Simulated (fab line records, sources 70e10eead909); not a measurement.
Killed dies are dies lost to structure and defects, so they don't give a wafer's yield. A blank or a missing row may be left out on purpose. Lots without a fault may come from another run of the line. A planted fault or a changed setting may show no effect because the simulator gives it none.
Chamber matching | flow nand_harc | NHARC_P_GATE_ALD_36 on ald_sin-01: 4 sister chambers
The step deposits SiNx, target thk 20 nm, pulse time 60 s, ald cycles 223. 4 wafers are shown with their chamber, then 9 later ones without.

WAFERS WITH THEIR CHAMBER
wafer  | chamber | heater_power_w (W)
L086.3 | 3       | 808
L090.3 | 1       | 947
L090.1 | 2       | 792
L090.5 | 0       | 781

WAFERS WITHOUT THEIR CHAMBER
wafer  | heater_power_w (W)
L091.4 | 800
L091.2 | 757
L091.3 | 948
L094.1 | 783
L094.4 | 810
L094.6 | 783
L097.3 | 808
L097.2 | 781
L097.5 | 968

WHICH CHAMBER EACH WENT THROUGH
wafer  | from the rows above          | in truth
L091.4 | can't be placed: 2 or 3 or 0 | 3
L091.2 | can't be placed: 0 or 2      | 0
L091.3 | 1                            | 1
L094.1 | can't be placed: 0 or 2      | 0
L094.4 | can't be placed: 3 or 2      | 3
L094.6 | can't be placed: 0 or 2      | 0
L097.3 | can't be placed: 3 or 2      | 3
L097.2 | can't be placed: 0 or 2      | 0
L097.5 | 1                            | 1
Placed correctly: 2 of 9. Can't be placed from these rows: 7 (the true chamber is among the candidates in 7). Placed wrongly: 0.
How it was worked out, from the rows above alone: a wafer's distance from a chamber is the root of the sum, over the readings, of the square of ((its reading less the chamber's mean) divided by the reading's scatter). The wafer belongs to the nearest chamber; if the next one is less than 2 further off, it can't be placed. A chamber's mean is the mean of its shown wafers. The scatter: with one shown wafer a chamber, the root of the mean of the squares of how far each hidden wafer lies from its nearest shown one.
